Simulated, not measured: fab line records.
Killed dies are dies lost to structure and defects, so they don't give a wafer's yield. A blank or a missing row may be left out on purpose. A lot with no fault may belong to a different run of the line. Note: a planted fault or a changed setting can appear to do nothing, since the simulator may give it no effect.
Comparing a struck lot with a sound one | flow n5Finfet | 15 out of 1938 route steps
Sound: wafers L823.2, L823.4, L823.6. Struck: wafer L826.3. (L826.5, L826.6 of the same lot were not struck and are left out.) The cause comes at the end.
Per side, at each step with rows, come the tool, then ch with its chambers, and then its first start. Under that, the readings that differ: sound wafers | struck wafers | difference of the means | sigmas: that difference in standard deviations of wafers without a fault.
alike: words and numbers the same on both sides, and readings whose means are apart by under 2 such deviations; not compared: readings that were withheld, readings missing a value for some wafer, numbers with overlapping values and no deviation given by the record, and bounds like >300 which may hide the same value.
A row with sigmas, a row that says differs or no value, or rows on one side alone: a step with any of these is where the two part. Non-overlapping numbers with no deviation appear without sigmas and do not part them. Lack of a reading on every wafer of one side parts them only where that side has two or more wafers.

N5_START_INSPECT_01: inspects for defects (unpatterned scan).
  struck on defectInspect-01, day 2 12:02; sound on defectInspect-01, day 1 18:02
  alike: rawDefectCount
then, 2 steps without rows for these wafers: N5_ZERO_LAYER_PRECLEAN_00 (cleans in SPM, time 600 s); N5_ZERO_LAYER_SRD_01 (time 30 s, dry time 30 s).
N5_ZERO_LAYER_PECVD_02: deposits SiO2 from SiH4/N2O, target thk 10 nm, time 6 s.
  sound on pecvd-01 ch 0,1, day 1 18:17; struck on pecvd-03 ch 0, day 2 12:17
  alike: heaterPowerOuterW, heaterPowerW, showerheadPlenumPTorr
then, 5 steps without rows for these wafers: N5_ZERO_LAYER_HMDS_04 (time 60 s); N5_ZERO_LAYER_COAT_05 (resist thk 1000 nm); N5_ZERO_LAYER_EBR_07; N5_ZERO_LAYER_SOFTBAKE_06 (time 90 s); N5_ZERO_LAYER_EXPOSE_08 (exposes mask ZERO, defocus 0 nm, target cd 2000 nm).
N5_ZERO_LAYER_PEB_09:
  sound on lithoTrack-02 ch 0, day 1 18:31; struck on lithoTrack-02 ch 0, day 2 12:31
then, 2 steps without rows for these wafers: N5_ZERO_LAYER_DEVELOP_10 (develop time 60 s); N5_ZERO_LAYER_HARDBAKE_23 (time 120 s).
N5_ZERO_LAYER_CD_MEAS_11 targets a cd of 2000 nm.
  sound on cdSem-03 ch 0, day 1 18:38; struck on cdSem-02 ch 0, day 2 12:38
reading   | sound                | struck | difference | sigmas
cdNm (nm) | 1997.8 1999.6 1997.8 | 1993.4 | -5.0       | -3
N5_ZERO_LAYER_DESCUM_16: chemistry O2, time 7.9 s.
  sound on rieDiel-05 ch 0,3, day 1 18:41; struck on rieDiel-05 ch 3, day 2 12:41
  alike: drypumpMotorCurrentA, o2FlowSccm, oesProductAu, rfVppV, showerheadPlenumPTorr, throttleValvePct
  not compared: rfHoursCounterH
-- record jumps: 6 days separate the struck wafers' starts on either side; left off in module ZERO_LAYER, taken up again in module BEOL_M4, whose first shown step is the route's number 1111 --
N5_BEOL_M4_RC_MEAS_101:
  sound on prober-02 ch 0, day 8 11:43; struck on prober-01 ch 0, day 8 15:01
  alike: DIBL_N, DIBL_P, IOFF_N, IOFF_P, ION_N, ION_P, SS_N, SS_P, VT_N, VT_P

== WHERE THEY PART ==
At N5_ZERO_LAYER_CD_MEAS_11 and nowhere else, as far as this record goes. Later steps at which nothing parts them and some readings are alike: N5_ZERO_LAYER_DESCUM_16, N5_BEOL_M4_RC_MEAS_101.

WHY: the cause the simulator had injected
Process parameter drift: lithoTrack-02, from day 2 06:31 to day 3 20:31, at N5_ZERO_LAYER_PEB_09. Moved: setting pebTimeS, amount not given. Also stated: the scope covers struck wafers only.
